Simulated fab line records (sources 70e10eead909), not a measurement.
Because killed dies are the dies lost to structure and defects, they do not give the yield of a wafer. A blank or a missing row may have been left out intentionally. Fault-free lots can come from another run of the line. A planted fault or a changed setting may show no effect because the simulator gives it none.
One fault seen from 3 desks    flow nand-harc    only its own numbers are on each desk; what lay behind them is given at the end

THE METROLOGY DESK
What the gauges read, lot by lot, whatever tool the lot ran on: means of the sampled wafers that have a number. If a lot's mean is further than 4 standard deviations from the usual mean, the lot is out of limits and carries the mark OUT (the distance appears in the brackets).
Columns: A = cd-nm at NHARC_P_M0_CD_MEAS_09, usual 89.9 nm; B = cd-nm at NHARC_P_M0_CD_MEAS_16, usual 90.0 nm
lot   first seen here  A                B
L695  day 6 03:28      90.1             89.4
L697  day 6 17:22      90.2             90.3
L696  day 6 18:05      90.8             90.8
L698  day 7 05:13      89.8             90.4
L699  day 7 18:13      89.2             89.5
L702  day 9 03:56      89.5             89.5
L704  day 9 18:11      89.9             89.9
L706  day 10 16:50     89.9             89.6
L707  day 10 20:36     89.5             89.5
L708  day 11 09:19     90.2             90.0
L709  day 12 09:08     89.9             89.4
L713  day 13 17:45     87.4 (-4.4) OUT  87.8
This desk's finding: out of limits on L713; first on L713, day 13 17:45 (cd-nm at NHARC_P_M0_CD_MEAS_09). In limits: L695, L697, L696, L698, L699, L702, L704, L706, L707, L708, L709.

FOR THE TOOL OWNER'S DESK: arfi-scanner-01
The tool's own readings at NHARC_P_M0_EXPOSE_06 (exposes mask P M0, target cd 90 nm): means of the sampled wafers that have a number, for each lot that ran on this tool. If a lot's mean is further than 4 standard deviations from the usual mean, the lot is out of limits and carries the mark OUT (the distance appears in the brackets).
Columns: A = exposure-dose-mJ-cm2 at NHARC_P_M0_EXPOSE_06, usual 81.18; B = reticle-temp-C at NHARC_P_M0_EXPOSE_06, usual 23.03 C
lot   first seen here  A                 B
L704  day 9 18:03      81.16             23.07
L706  day 10 16:42     81.25             23.02
L708  day 11 09:11     81.10             22.90
L709  day 12 08:59     81.09             23.07
L713  day 13 17:37     81.69 (+5.2) OUT  22.91
This desk's finding: out of limits on L713; first on L713, day 13 17:37 (exposure-dose-mJ-cm2 at NHARC_P_M0_EXPOSE_06). In limits: L704, L706, L708, L709.

THE DEFECT DESK
Inspection counts along the route, by lot: the mean over sampled wafers that carry a number. If a lot's mean is further than 4 standard deviations from the usual mean, the lot is out of limits and carries the mark OUT (the distance appears in the brackets).
Columns: A = raw-defect-count at NHARC_P_CONTACT_INSPECT_27, usual 315; B = raw-defect-count at NHARC_P_M0_INSPECT_11, usual 4.0
lot   first seen here  A    B
L695  day 6 02:34      252  1.7
L697  day 6 16:28      272  2.0
L696  day 6 17:11      367  4.3
L698  day 7 04:26      198  3.0
L699  day 7 17:19      378  4.7
L702  day 9 03:02      359  5.7
L704  day 9 17:24      339  6.0
L706  day 10 15:56     163  3.0
L707  day 10 19:41     404  3.3
L708  day 11 08:25     218  5.3
L709  day 12 08:14     166  4.0
L713  day 13 16:59     338  6.7
Result from this desk: across the 12 lots, nothing is out of limits.

PUT TOGETHER
An alarm could have come from the tool owner's desk at day 13 17:37, on L713.
The metrology desk could have raised an alarm at day 13 17:45, on L713.
The defect desk saw nothing out of limits.
The defect desk has L713 on record, within its limits.
On arfi-scanner-01, each named lot ran NHARC_P_M0_EXPOSE_06.

WHAT THE SIMULATOR PUT IN
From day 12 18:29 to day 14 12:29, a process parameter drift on arfi-scanner-01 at NHARC_P_M0_EXPOSE_06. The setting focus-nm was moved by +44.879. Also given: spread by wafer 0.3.
Lots struck among those shown: L713.
Counting hours from when the fault started, the first reading out of limits came at 23 for the tool owner's desk and at 23 for the metrology desk.
